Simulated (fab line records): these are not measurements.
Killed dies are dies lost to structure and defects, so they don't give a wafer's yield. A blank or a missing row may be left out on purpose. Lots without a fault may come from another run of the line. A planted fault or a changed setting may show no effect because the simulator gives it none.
The tool behind it: which one? | flow nand-harc | 38 wafers from 13 lots sampled at 5 of the route's 1159 steps

WHAT EACH GAUGE READ, for each wafer
NHARC_A_SLIT_OVL_MEAS_10. Usual: overlay-x-nm -0.2 nm, standard deviation 0.74; overlay-y-nm -0.1 nm, standard deviation 0.78.
lot  | measured     | on         | overlay-x-nm (nm) | overlay-y-nm (nm) | flag
L238 | day 14 04:48 | overlay-02 | -0.3 -0.6 0.6     | 0.1 -0.6 -0.1     |
L242 | day 15 08:29 | overlay-02 | -0.5 -0.8 -0.9    | 0.6 -0.1 0.7      |
L244 | day 15 17:31 | overlay-01 | 0.4 0.7           | -1.2 -1.2         |
L252 | day 17 10:34 | overlay-01 | -0.6 0.4 -0.4     | -0.3 -0.4 0.1     |
L254 | day 17 22:56 | overlay-02 | -0.1 -0.4 0.0     | -0.6 -0.7 -0.2    |
L253 | day 17 23:15 | overlay-01 | -0.7 -0.7 -0.6    | 0.3 1.2 0.5       |
L256 | day 18 21:01 | overlay-02 | -1.3 -1.7 -1.8    | -0.7 -1.1 -0.6    |
L257 | day 18 21:18 | overlay-01 | 0.3 -0.5 -0.3     | -1.2 -1.9 -1.3    |
L255 | day 18 21:27 | overlay-02 | -0.8 -0.4 -0.6    | 0.4 -0.3 0.3      |
L258 | day 19 22:23 | overlay-01 | 0.2 -0.7 -0.6     | 1.5 1.4 0.4       |
L260 | day 19 22:37 | overlay-01 | 1.1 0.7 0.2       | -1.3 -0.7 -1.1    |
L259 | day 19 23:02 | overlay-02 | 0.2 -0.4 0.4      | 2.2 2.0 1.6       |
L261 | day 20 16:22 | overlay-02 | -0.1 0.3 0.3      | 1.3 0.8 0.7       |

NHARC_END_SORT_01. Usual: killed-at-array 27, standard deviation 10; killed-at-other 0.6, standard deviation 0.83; killed-at-periphery 2.4, standard deviation 1.8; killed-dies 30, standard deviation 10; killed-open 3.3, standard deviation 1.7; killed-short 1.8, standard deviation 1.4.
lot  | measured     | on        | killed-at-array | killed-at-other | killed-at-periphery | killed-dies | killed-open | killed-short | flag
L252 | day 21 21:55 | prober-01 | 18 13 29        | 2 1 0           | 1 3 1               | 21 17 30    | 5 5 9       | 3 1 0        |

EACH LOT AND THE TOOL THAT RAN IT (in order: tool; ch and the chambers of the sampled wafers; start)
lot  | NHARC_A_WL_FILL_ALD_00           | NHARC_A_WL_FILL_ETCHBACK_05       | NHARC_A_WL_FILL_STRIP_27
L238 | ald-hk-03 ch 0,2, day 14 20:51   | rie-metal-03 ch 0,1, day 15 01:36 | plasma-asher-01 ch 0,1, day 15 01:46
L242 | ald-hk-03 ch 0,1,2, day 15 21:10 | rie-metal-03 ch 0, day 16 02:05   | plasma-asher-01 ch 0,1, day 16 02:26
L244 | ald-hk-03 ch 0,1, day 16 04:47   | rie-metal-03 ch 1, day 16 09:22   | plasma-asher-02 ch 0, day 16 09:31
L252 | ald-hk-02 ch 1,2,3, day 17 21:40 | rie-metal-01 ch 0,1, day 18 04:58 | plasma-asher-01 ch 0,1, day 18 05:07
L254 | ald-hk-02 ch 0,1,2, day 18 10:41 | rie-metal-03 ch 0,1, day 18 16:47 | plasma-asher-01 ch 0,1, day 18 16:56
L253 | ald-hk-02 ch 0,2, day 18 10:52   | rie-metal-01 ch 0,1, day 18 16:58 | plasma-asher-02 ch 0,1, day 18 17:07
L256 | ald-hk-02 ch 0,1, day 19 08:20   | rie-metal-01 ch 0,1, day 19 16:28 | plasma-asher-02 ch 0,1, day 19 16:37
L257 | ald-hk-03 ch 1,2,3, day 19 08:26 | rie-metal-02 ch 0,1, day 19 13:46 | plasma-asher-01 ch 0,1, day 19 13:55
L255 | ald-hk-03 ch 1,2, day 19 08:31   | rie-metal-03 ch 0,1, day 19 14:52 | plasma-asher-02 ch 0,1, day 19 15:00
L258 | ald-hk-03 ch 0,1,3, day 20 09:54 | rie-metal-01 ch 0,1, day 20 17:34 | plasma-asher-02 ch 0,1, day 20 17:43
L260 | ald-hk-03 ch 1,2,3, day 20 09:46 | rie-metal-02 ch 0,1, day 20 16:23 | plasma-asher-02 ch 0,1, day 20 16:31
L259 | ald-hk-03 ch 0,2, day 20 10:04   | rie-metal-02 ch 0, day 20 19:09   | plasma-asher-01 ch 0,1, day 20 19:18
L261 | ald-hk-04 ch 1,2,3, day 21 03:41 | rie-metal-01 ch 0,1, day 21 11:01 | plasma-asher-02 ch 0,1, day 21 11:11
- NHARC_A_WL_FILL_ALD_00: deposits Al2O3, target thk 3 nm, pulse time 3 s, ald cycles 30.
- NHARC_A_WL_FILL_ETCHBACK_05: etches the open film in Cl2/BCl3, target depth 22 nm, time 60 s.
- NHARC_A_WL_FILL_STRIP_27: strips in N2/H2, time 20 s.

WHAT THE TOOLS THEMSELVES READ (means of the sampled wafers that have a number; where no wafer has one, the mark that the record gives instead)
NHARC_A_WL_FILL_ALD_00. Usual: heater-power-w 474 W, standard deviation 38; precursor-pulse-height-rel 1.002, standard deviation 0.023.
lot  | tool      | heater-power-w (W) | precursor-pulse-height-rel | flag
L238 | ald-hk-03 | 485                | 0.983                      |
L242 | ald-hk-03 | 471                | 1.016                      |
L244 | ald-hk-03 | 458                | 1.005                      |
L252 | ald-hk-02 | 482                | 1.016                      |
L254 | ald-hk-02 | 453                | 1.017                      |
L253 | ald-hk-02 | 452                | 1.023                      |
L256 | ald-hk-02 | 442                | 1.004                      |
L257 | ald-hk-03 | 476                | 0.995                      |
L255 | ald-hk-03 | 465                | 0.980                      |
L258 | ald-hk-03 | 482                | 1.004                      |
L260 | ald-hk-03 | 468                | 1.007                      |
L259 | ald-hk-03 | 478                | 0.986                      |
L261 | ald-hk-04 | 469                | 1.005                      |

NHARC_A_WL_FILL_ETCHBACK_05. Usual: chamber-pressure-mTorr 10.000 mTorr, standard deviation 0.012; drypump-motor-current-A 5.68 A, standard deviation 0.29; oes-product-au 0.999 a.u., standard deviation 0.014.
lot  | tool         | chamber-pressure-mTorr (mTorr) | drypump-motor-current-A (A) | oes-product-au (a.u.) | flag
L238 | rie-metal-03 | 9.999                          | 5.82                        | 1.001                 |
L242 | rie-metal-03 | 10.003                         | 6.05                        | 0.993                 |
L244 | rie-metal-03 | 9.994                          | 5.38                        | 1.016                 |
L252 | rie-metal-01 | 9.990                          | 5.47                        | 1.000                 |
L254 | rie-metal-03 | 9.996                          | 5.62                        | 0.999                 |
L253 | rie-metal-01 | 9.997                          | 5.47                        | 0.997                 |
L256 | rie-metal-01 | 9.999                          | 5.46                        | 1.007                 |
L257 | rie-metal-02 | 9.993                          | 5.94                        | 0.988                 |
L255 | rie-metal-03 | 9.994                          | 5.61                        | 1.002                 |
L258 | rie-metal-01 | 10.000                         | 5.53                        | 1.004                 |
L260 | rie-metal-02 | 10.007                         | 5.93                        | 0.984                 |
L259 | rie-metal-02 | 9.995                          | 5.58                        | 1.020                 |
L261 | rie-metal-01 | 9.994                          | 5.53                        | 1.011                 |

NHARC_A_WL_FILL_STRIP_27. Usual: drypump-motor-current-A 5.7 A, standard deviation 0.31; heater-power-w 322 W, standard deviation 27.
lot  | tool            | drypump-motor-current-A (A) | heater-power-w (W) | flag
L238 | plasma-asher-01 | 5.6                         | 327                |
L242 | plasma-asher-01 | 5.6                         | 307                |
L244 | plasma-asher-02 | 5.3                         | 334                |
L252 | plasma-asher-01 | 5.6                         | 331                |
L254 | plasma-asher-01 | 5.6                         | 330                |
L253 | plasma-asher-02 | 5.6                         | 330                |
L256 | plasma-asher-02 | 5.8                         | 325                |
L257 | plasma-asher-01 | 5.6                         | 305                |
L255 | plasma-asher-02 | 5.8                         | 321                |
L258 | plasma-asher-02 | 5.8                         | 321                |
L260 | plasma-asher-02 | 5.6                         | 329                |
L259 | plasma-asher-01 | 5.6                         | 313                |
L261 | plasma-asher-02 | 5.6                         | 331                |

THE ANSWER, worked out from the rows above alone
Rule: a lot is off if the mean of its wafers that have a number lies more than 3 standard deviations from the usual mean. Also off: a lot with no number at a reading for which 4 or more lots have one. The other lots that the step has rows for count as sound. Order of review: gauges by route order, followed by the tools' own readings, for which a lot's mean as printed above is used. The first step at which some lot is off is used, and at that step the reading that is off furthest; a lot without a number counts as furthest.
No lot is off at any reading shown: from this, nothing can be told.

WHAT WAS PUT IN BY THE SIMULATOR
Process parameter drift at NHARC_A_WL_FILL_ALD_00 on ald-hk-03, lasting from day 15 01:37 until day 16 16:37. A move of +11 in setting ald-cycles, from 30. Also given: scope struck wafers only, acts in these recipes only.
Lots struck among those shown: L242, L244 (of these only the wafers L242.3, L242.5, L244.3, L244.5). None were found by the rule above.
